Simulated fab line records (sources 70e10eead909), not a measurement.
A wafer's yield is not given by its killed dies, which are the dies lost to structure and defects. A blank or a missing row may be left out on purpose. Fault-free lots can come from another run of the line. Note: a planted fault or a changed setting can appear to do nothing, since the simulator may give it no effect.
fab line records	flow nand_harc
[record] lots = 7	wafers = 21	last_day = 33
route steps=1302 shown A_CONTACT@1061 END@1302
lots that met no fault: taken from a fault-free run of the same line
start_h: hours from the record's opening day to when the first of the lot's shown wafers began	wait_h: hours elapsed since this lot's preceding step	" repeats the value in the row above	L1.1+2: several wafers, shown together as one row	- value missing, or start not given	* or withheld: withheld	< > ~ a bound
route shown NAME@n: NAME is a module with steps in the file, n the number in the route of the first one	usual: the fault-free wafers' mean and standard deviation	same: alike in all rows	chamber/n: place in a boat	sites: each site's reading	_std_site: standard deviation of those values	_edge_site: the outer-site mean with the inner-site mean subtracted	radius_mm: for every site, how far away it sits from the centre of the wafer	mask NAME#n: copy n	behind: the most recent tool/chamber to have shaped the wafer	hold: what put the lot on hold/how long, in hours/how the hold closed	device: which transistor (n, p or np) failed to switch	end of line: at the end of the route, the tests of the same wafers	a step without rows: its recipe alone	killed: dies lost to structure and defects at the first sort, not the wafer's yield	map: dies across one wafer; x = killed, . = not, _ = none there
set.NAME: the run value of the setting; set.NAME@STEP: its run value at that earlier step	model.NAME: the simulator's own value behind a step, which no gauge read
lots at selected steps of the route; one table per step, one row per wafer
services: the hour from which a tool's chamber was out of use, counted from the record's first day as start_h (under 0 if before that day), plus the number of hours and why
[[steps]]
[step NHARC_A_CONTACT_STRIP_104]
[recipe] cf4_flow_sccm = 100	chf3_flow_sccm = 30	ar_flow_sccm = 0	bias_w = 0	chemistry = CF4/CHF3
[step NHARC_A_CONTACT_STRIP_105]
[recipe] o2_flow_sccm = 400	cos_flow_sccm = 20	ar_flow_sccm = 0	bias_w = 0	chemistry = O2/COS
[step NHARC_A_CONTACT_ETCH_106]
[recipe] target_depth_a = 900	overetch_a = 90	time_s = 49.5	ion_energy_ev = 100	cf4_flow_sccm = 80	o2_flow_sccm = 20	ar_flow_sccm = 0	rf_w = 300	bias_w = 100	chemistry = CF4/O2
[usual] drypump_motor_current_A = 5.7/0.5	oes_product_au = 1.001/0.01	rf_vpp_V = 196.7/1.3	showerhead_plenum_p_Torr = 1.28/0.052	throttle_valve_pct = 13.396/0.0095
[same] time_s = 49.5
lot.wafer	tool	chamber	start_h	wait_h	drypump_motor_current_A	oes_product_au	rf_hours_counter_h	rf_vpp_V	showerhead_plenum_p_Torr	throttle_valve_pct
L778.3	rie_diel-13	3	516.16	0.1	5.5	1.012	26	197.0	1.27	13.395
L778.4	"	1	"	"	6.2	1.000	29	196.8	1.24	13.409
L778.6	"	0	"	"	5.0	1.012	-	194.1	1.24	13.387
L787.4	rie_diel-02	2	602.51	0.0	5.7	0.999	5	194.8	1.25	13.386
L787.1	"	1	"	"	6.0	1.018	6	196.7	1.34	13.408
L787.5	"	2	"	"	5.7	1.005	-	195.0	1.25	13.411
L793.2	rie_diel-12	1	661.21	0.1	5.6	0.987	11	196.1	1.25	13.395
L793.1	"	3	"	"	5.1	0.992	10	200.3	1.33	13.409
L793.4	"	0	"	"	5.6	1.007	11	197.4	1.33	13.394
L795.1	rie_diel-02	0	687.38	0.1	6.1	0.998	37	198.9	1.31	13.374
L795.4	"	1	"	"	6.0	1.003	37	197.1	1.33	13.393
L795.6	"	3	"	"	5.2	1.027	-	196.3	1.24	13.401
L797.2	rie_diel-13	0	692.43	0.1	5.0	1.005	36	195.4	1.23	13.402
L797.4	"	1	"	"	6.2	1.000	34	196.9	1.23	13.390
L797.6	"	0	"	"	5.0	1.004	-	196.0	1.23	13.384
L799.3	rie_diel-12	1	710.94	0.1	5.5	0.996	26	196.4	1.25	13.390
L799.2	"	3	"	"	5.1	0.993	25	198.7	1.32	13.419
L799.6	"	0	"	"	5.5	1.013	-	199.0	1.33	13.384
L800.4	rie_diel-13	2	730.01	0.1	6.4	1.008	4	195.6	1.27	13.382
L800.1	"	3	"	"	5.5	0.998	4	194.4	1.26	13.407
L800.5	"	3	"	"	5.5	1.000	-	194.7	1.26	13.407
[step NHARC_A_CONTACT_STRIP_82]
[recipe] o2_flow_sccm = 500	ar_flow_sccm = 0	bias_w = 0	chemistry = O2
[usual] drypump_motor_current_A = 5.8/0.51	oes_product_au = 1.001/0.011	rf_vpp_V = 57.5/0.96	showerhead_plenum_p_Torr = 3.39/0.13	throttle_valve_pct = 17.035/0.0097
lot.wafer	tool	chamber	start_h	wait_h	drypump_motor_current_A	oes_product_au	rf_hours_counter_h	rf_vpp_V	showerhead_plenum_p_Torr	throttle_valve_pct
L778.3	rie_diel-13	1	-	-	6.2	0.990	29	57.0	3.28	17.040
L778.4	"	2	"	"	6.4	0.986	24	56.2	3.40	17.034
L778.6	"	0	"	"	5.0	1.005	-	58.9	3.28	17.031
L787.1	rie_diel-02	0	-	-	6.1	0.997	5	58.6	3.48	17.034
L787.4	"	1	"	"	6.1	1.008	6	56.1	3.53	17.054
L787.5	"	1	"	"	6.0	1.010	-	57.1	3.53	17.034
L793.2	rie_diel-12	0	-	-	5.6	1.011	11	58.6	3.52	17.045
L793.4	"	1	"	"	5.5	0.990	11	58.0	3.32	17.040
L793.1	"	2	"	"	6.0	0.981	10	57.6	3.73	17.033
L795.1	rie_diel-02	3	-	-	5.3	1.049	37	57.9	3.29	17.033
L795.4	"	1	"	"	6.0	1.008	37	57.4	3.51	17.042
L795.6	"	0	"	"	6.1	1.011	-	57.8	3.46	17.026
L797.2	rie_diel-13	2	-	-	6.4	0.981	35	57.6	3.38	17.031
L797.4	"	3	"	"	5.5	0.985	32	57.5	3.35	17.052
L797.6	"	0	"	"	5.1	1.018	-	56.8	3.27	17.056
L799.3	rie_diel-12	0	-	-	5.6	0.999	26	58.4	3.51	17.036
L799.2	"	3	"	"	5.1	0.988	26	58.8	3.50	17.031
L799.6	"	0	"	"	5.6	1.014	-	58.1	3.51	17.030
L800.4	rie_diel-13	2	-	-	6.4	1.000	4	57.0	3.38	17.032
L800.1	"	3	"	"	5.5	1.000	4	56.3	3.35	17.034
L800.5	"	2	"	"	6.4	1.014	-	57.1	3.38	17.037
[step NHARC_A_CONTACT_STRIP_83]
[recipe] time_s = 600	temp_c = 30	chemistry = post_etch_residue_remover
[step NHARC_A_CONTACT_DEP_84]
[recipe] target_thk_a = 28000	temp_c = 400	material = aC
[usual] throttle_valve_pct = 34.998/0.0088
lot.wafer	tool	chamber	start_h	wait_h	throttle_valve_pct
L778.3	acl_dep-03	0	517.39	-	34.996
L778.4	"	0	"	"	34.994
L778.6	"	0	"	"	34.998
L787.1	acl_dep-03	0	603.18	-	35.002
L787.4	"	0	"	"	35.000
L787.5	"	0	"	"	34.989
L793.1	acl_dep-02	0	661.87	-	34.996
L793.2	"	0	"	"	34.990
L793.4	"	0	"	"	34.995
L795.1	acl_dep-03	0	688.04	-	35.007
L795.4	"	0	"	"	35.008
L795.6	"	0	"	"	35.000
L797.2	acl_dep-01	0	693.58	-	34.993
L797.4	"	0	"	"	35.001
L797.6	"	0	"	"	35.004
L799.2	acl_dep-01	0	714.51	-	34.995
L799.3	"	0	"	"	34.998
L799.6	"	0	"	"	35.001
L800.1	acl_dep-02	0	730.67	-	34.993
L800.4	"	0	"	"	34.996
L800.5	"	0	"	"	35.007
[step NHARC_A_CONTACT_DEP_85]
[recipe] target_thk_a = 600	target_thk_nm = 60	temp_c = 400	pressure_torr = 3.5	flow_sccm = 200	rf_w = 350	material = SiON
[usual] heater_power_w = 741/100
lot.wafer	tool	chamber	start_h	wait_h	heater_power_w
L778.3	pecvd-04	0	518.56	0.9	770
L778.6	"	1	"	"	585
L778.4	"	2	"	"	698
L787.1	pecvd-01	1	604.97	1.5	886
L787.5	"	0	"	"	638
L787.4	"	2	"	"	675
L793.1	pecvd-04	0	663.60	1.5	850
L793.2	"	1	"	"	659
L793.4	"	2	"	"	714
L795.1	pecvd-04	0	689.77	1.4	752
L795.6	"	1	"	"	594
L795.4	"	2	"	"	586
L797.2	pecvd-01	0	695.08	1.2	652
L797.4	"	1	"	"	733
L797.6	"	0	"	"	644
L799.2	pecvd-04	0	715.96	1.2	808
L799.3	"	1	"	"	590
L799.6	"	0	"	"	799
L800.1	pecvd-04	2	732.44	1.5	707
L800.4	"	1	"	"	578
L800.5	"	2	"	"	721
[step NHARC_A_CONTACT_DEHYDRATE_00]
[recipe] temp_c = 150	time_s = 120
[step NHARC_A_CONTACT_HMDS_01]
[recipe] time_s = 30
[step NHARC_A_CONTACT_COAT_86]
[recipe] temp_c = 260	time_s = 75
[step NHARC_A_CONTACT_COAT_87]
[recipe] temp_c = 225	time_s = 65
[step NHARC_A_CONTACT_COAT_02]
[recipe] spin_rpm = 1500	resist_thk_nm = 90
[step NHARC_A_CONTACT_SOFTBAKE_03]
[recipe] temp_c = 105	time_s = 55
[usual] chill_plate_temp_C = 22.97/0.1	heater_power_total_W = 188.46/0.15
lot.wafer	tool	chamber	start_h	wait_h	chill_plate_temp_C	heater_power_total_W
L778.3	litho_track-06	0	518	-	22.99	188.32
L778.4	"	0	"	"	22.90	188.39
L778.6	"	0	"	"	22.86	188.57
L787.1	litho_track-04	0	605	-	23.12	188.32
L787.4	"	0	"	"	23.01	188.46
L787.5	"	0	"	"	22.90	188.75
L793.1	litho_track-06	0	663	-	22.91	188.27
L793.2	"	0	"	"	23.02	188.38
L793.4	"	0	"	"	22.96	322.82
L795.1	litho_track-06	0	690	-	22.94	188.48
L795.4	"	0	"	"	23.04	323.03
L795.6	"	0	"	"	23.07	188.35
L797.2	litho_track-06	0	695	-	23.17	188.33
L797.4	"	0	"	"	23.07	323.00
L797.6	"	0	"	"	22.92	188.82
L799.2	litho_track-01	0	716	-	22.95	188.29
L799.3	"	0	"	"	23.10	188.30
L799.6	"	0	"	"	23.00	188.40
L800.1	litho_track-01	0	732	-	23.10	188.45
L800.4	"	0	"	"	23.06	188.42
L800.5	"	0	"	"	22.93	188.46
[step NHARC_A_CONTACT_EBR_04]
[step NHARC_END_SORT_01]
[recipe] temp_c = 25
[usual] killed_at_array = 52/18	killed_at_other = 1.0/1.4	killed_at_periphery = 3.1/2.3	killed_dies = 56/17	killed_open = 3.0/1.7	killed_short = 2.5/1.7
[same] gross_dies = 677
lot.wafer	tool	chamber	start_h	wait_h	killed_at_array	killed_at_other	killed_at_periphery	killed_dies	killed_open	killed_short
L797.2	prober-01	0	746.94	2.8	63	0	3	66	5	3
// killed by level:class
L797.2 A_CHANNEL_HOLE_D2:chamber_film_flake=19 A_SLIT:chamber_film_flake=18 A_CHANNEL_HOLE_D1:chamber_film_flake=12 A_STAIRCASE:chamber_film_flake=5 A_CONTACT:chamber_film_flake=3 P_CONTACT:geometric_particle:open=2 A_CHANNEL_FILL_D1:geometric_particle:open=2 P_GATE:geometric_particle:open=1
[[services]]
tool	chamber	start_h	hours	kind
rie_diel-13	0	493.55	1.6	repair
pecvd-01	-	503.25	1.5	repair
litho_track-01	-	505.00	7.0	pm
rie_diel-13	-	519.03	9.0	pm
litho_track-06	-	529.00	7.0	pm
rie_diel-13	-	540.47	0.6	repair
acl_dep-01	-	552.21	13.0	pm
rie_diel-02	-	571.36	9.0	pm
pecvd-04	-	575.74	1.2	repair
pecvd-04	-	596.02	11.9	repair
acl_dep-02	-	608.45	13.0	pm
rie_diel-13	1	608.78	9.6	repair
rie_diel-12	-	617.72	0.5	repair
rie_diel-12	-	623.70	9.0	pm
pecvd-04	-	631.15	13.0	pm
acl_dep-03	-	668.73	13.0	pm
pecvd-01	-	673.00	13.0	pm
litho_track-01	-	680.00	7.0	pm
rie_diel-13	-	696.17	9.0	pm
rie_diel-12	2	702.20	9.0	repair
litho_track-06	-	704.00	7.0	pm
rie_diel-02	0	706.35	13.2	repair
pecvd-01	0	706.46	5.2	repair
rie_diel-02	3	731.04	8.6	repair
[[key]]
[first_sign] step = NHARC_A_CONTACT_SOFTBAKE_03	reading = heater_power_total_W	direction = up	sigmas = 99+	usual = *	struck = *
effect none on later readings
met_at NHARC_A_CONTACT_SOFTBAKE_03
struck_wafers L793.4,L795.4,L797.4
tester_left_out L793,L795,L797
onset_between 518 663
[fault] kind = process_parameter_drift	tool = litho_track-06	chamber = -	onset_h = 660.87	steps = NHARC_A_CONTACT_SOFTBAKE_03	channel = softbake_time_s	offset = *	shape = step	end_h = 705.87	scope = struck_wafers_only	acts_in = *	stated = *
// tester_left_out: of these lots the tester's yield and bins aren't shown, on N5 and GAA mostly nor the transistor test; their killed dies are dies lost to structure and defects alone, not to doping, threshold or leakage, so they don't give the yield
